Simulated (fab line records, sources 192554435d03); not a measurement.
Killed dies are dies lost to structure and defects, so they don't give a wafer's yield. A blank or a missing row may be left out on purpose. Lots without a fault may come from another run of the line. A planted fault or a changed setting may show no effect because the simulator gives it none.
Chamber matching | flow n5_finfet | N5_BEOL_M0_SAQP_ETCH_49 on rie_diel-04: 4 sister chambers
The step etches SiO2 in CF4/O2, target depth 37 nm. 20 wafers are shown with their chamber, then 10 later ones without.

WAFERS WITH THEIR CHAMBER
wafer  | chamber | drypump_motor_current_A (A) | showerhead_plenum_p_Torr (Torr) | throttle_valve_pct (%)
L076.1 | 2       | 5.6                         | 2.22                            | 15.49
L076.2 | 3       | 5.4                         | 2.16                            | 15.57
L076.4 | 1       | 6.5                         | 2.19                            | 15.69
L077.1 | 3       | 5.4                         | 2.16                            | 15.57
L077.4 | 2       | 5.6                         | 2.22                            | 15.52
L077.6 | 1       | 6.5                         | 2.19                            | 15.70
L078.1 | 1       | 6.5                         | 2.19                            | 15.71
L078.3 | 0       | 6.5                         | 2.33                            | 16.05
L078.5 | 0       | 6.5                         | 2.33                            | 16.06
L079.3 | 3       | 5.4                         | 2.15                            | 15.58
L079.4 | 1       | 6.6                         | 2.19                            | 15.72
L079.6 | 3       | 5.4                         | 2.15                            | 15.57
L080.1 | 1       | 6.5                         | 2.19                            | 15.74
L080.2 | 3       | 5.4                         | 2.15                            | 15.59
L080.6 | 1       | 6.5                         | 2.19                            | 15.70
L082.1 | 0       | 6.5                         | 2.33                            | 16.06
L082.3 | 3       | 5.4                         | 2.15                            | 15.58
L082.6 | 3       | 5.4                         | 2.15                            | 15.58
L087.1 | 1       | 6.5                         | 2.19                            | 15.74
L087.3 | 2       | 5.6                         | 2.21                            | 15.54

SIGNATURES (means of the wafers above)
reading                  | chamber 0 | chamber 1 | chamber 2 | chamber 3 | scatter within a chamber
drypump_motor_current_A  | 6.500     | 6.514     | 5.600     | 5.400     | 0.0231
showerhead_plenum_p_Torr | 2.3300    | 2.1900    | 2.2167    | 2.1529    | 0.00362
throttle_valve_pct       | 16.0567   | 15.7143   | 15.5167   | 15.5771   | 0.0159
Rule: a wafer's distance from a chamber is the root of the sum, over the readings, of the square of ((its reading less the chamber's mean) divided by the reading's scatter). The wafer belongs to the nearest chamber; if the next one is less than 2 further off, it can't be placed. The scatter: the root of (the sum of the squares of (reading less its chamber's mean) over the shown wafers, divided by (wafers less chambers)).

WAFERS WITHOUT THEIR CHAMBER
wafer  | drypump_motor_current_A (A) | showerhead_plenum_p_Torr (Torr) | throttle_valve_pct (%)
L087.4 | 6.5                         | 2.33                            | 16.08
L090.1 | 5.4                         | 2.15                            | 15.60
L090.3 | 6.5                         | 2.18                            | 15.76
L090.6 | 6.5                         | 2.33                            | 16.08
L091.2 | 6.5                         | 2.32                            | 16.09
L091.4 | 5.6                         | 2.21                            | 15.56
L091.5 | 5.6                         | 2.21                            | 15.55
L095.3 | 5.4                         | 2.14                            | 15.64
L095.5 | 5.6                         | 2.21                            | 15.57
L095.6 | 5.4                         | 2.14                            | 15.65

WHICH CHAMBER EACH WENT THROUGH
wafer  | from the rows above | in truth
L087.4 | 0                   | 0
L090.1 | 3                   | 3
L090.3 | 1                   | 1
L090.6 | 0                   | 0
L091.2 | 0                   | 0
L091.4 | 2                   | 2
L091.5 | 2                   | 2
L095.3 | 3                   | 3
L095.5 | 2                   | 2
L095.6 | 3                   | 3
Placed correctly: 10 of 10. Can't be placed from these rows: 0. Placed wrongly: 0.
